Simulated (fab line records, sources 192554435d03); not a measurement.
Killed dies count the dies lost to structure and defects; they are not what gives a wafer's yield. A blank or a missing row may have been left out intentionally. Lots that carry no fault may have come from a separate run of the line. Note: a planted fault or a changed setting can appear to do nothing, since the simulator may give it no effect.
A lot that was struck, set against a sound lot | flow n5-finfet | 16 out of 1938 route steps
Sound: wafers L777.1, L777.2, L777.6. Struck: wafers L773.2, L773.4, L773.6. The cause comes at the end.
For every step that has rows: the tool of each side, followed by ch and its chambers, followed by its first start. Under that, the readings that differ: sound wafers | struck wafers | difference of the means | sigmas: that difference in standard deviations of wafers without a fault.
alike: a reading whose means differ by less than 2 such deviations, as well as words and numbers matching on both sides. not compared: withheld readings; readings where some wafer has no value; bounds like >300 that might hide an equal value; numbers whose values overlap and for which the record gives no deviation.
The two part at a step that has a row with sigmas, a row that says differs or no value, or rows on one side only. Non-overlapping numbers with no deviation appear without sigmas and do not part them. A reading that every wafer of one side lacks parts them only if that side has two wafers or more.

first, 3 steps without rows for these wafers: N5_BEOL_M4_SRD_40 (time 30 s); N5_BEOL_M4_PRECLEAN_42 (cleans in residue remover, time 60 s); N5_BEOL_M4_SRD_43 (time 30 s).
N5_BEOL_M4_CD_MEAS_35: target cd 18 nm, target cd y 22.4 nm.
  sound on cd-sem-03, day 11 10:06; struck on cd-sem-02, day 10 10:56
  alike: cd-nm
then, 2 steps without rows for these wafers: N5_BEOL_M4_DEGAS_44 (time 60 s); N5_BEOL_M4_PRE_CLEAN_45 (time 30 s).
N5_BEOL_M4_ALD_84: deposits TaN, pulse time 2 s, purge time 3 s, co reactant purge time 2 s.
  sound on ald-metal-02 ch 0,2, day 11 10:26; struck on ald-metal-04 ch 0,1, day 10 11:04
  alike: heater-power-w
N5_BEOL_M4_SURFACE_TREAT_85:
  sound on pvd-sputter-03, day 11 10:39; struck on pvd-sputter-02, day 10 11:17
  not compared: throttle-valve-pct
then, 1 step without rows for these wafers: N5_BEOL_M4_CVD_47 (deposits Co from CCTBA/H2, target thk 3 nm, time 223.8 s).
N5_BEOL_M4_SPUTTER_48: material Cu, target thk 4.5 nm, time 8.29 s.
  sound on pvd-sputter-03, day 11 10:53; struck on pvd-sputter-02, day 10 11:39
  alike: throttle-valve-pct
N5_BEOL_M4_ANNEAL_49: time 240 s.
  sound on pvd-sputter-03, day 11 10:58; struck on pvd-sputter-02, day 10 11:44
  alike: heater-power-w, susceptor-temp-C
N5_BEOL_M4_SPUTTER_79: material Cu, target thk 4.5 nm, time 8.29 s.
  sound on pvd-sputter-03, day 11 11:06; struck on pvd-sputter-02, day 10 11:52
  alike: throttle-valve-pct
N5_BEOL_M4_ANNEAL_80: time 240 s.
  sound on pvd-sputter-03, day 11 11:11; struck on pvd-sputter-02, day 10 11:57
  no value came back on the struck wafers for heater-power-w (W), susceptor-temp-C (C); on the sound wafers heater-power-w (W) reads 866 797 709
then, 1 step without rows for these wafers: N5_BEOL_M4_SPUTTER_81 (material Cu, target thk 4.5 nm, time 8.29 s).
N5_BEOL_M4_RC_MEAS_101:
  sound on prober-01 ch 0, day 11 13:44; struck on prober-01 ch 0, day 10 14:41
  alike: DIBL_N, DIBL_P, IOFF_N, IOFF_P, ION_N, ION_P, SS_N, SS_P, VT_N, VT_P
following that, these wafers have no rows for 1 step: N5_PASSIVATION_PROBE_49.

== WHERE THEY PART ==
At N5_BEOL_M4_ANNEAL_80 and nowhere else, as far as this record goes. Later steps at which nothing parts them and some readings are alike: N5_BEOL_M4_RC_MEAS_101.

WHY: what the simulator had put in
Step skipped in full: pvd-sputter-02, at N5_BEOL_M4_ANNEAL_80, from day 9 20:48 onward. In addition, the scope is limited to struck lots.
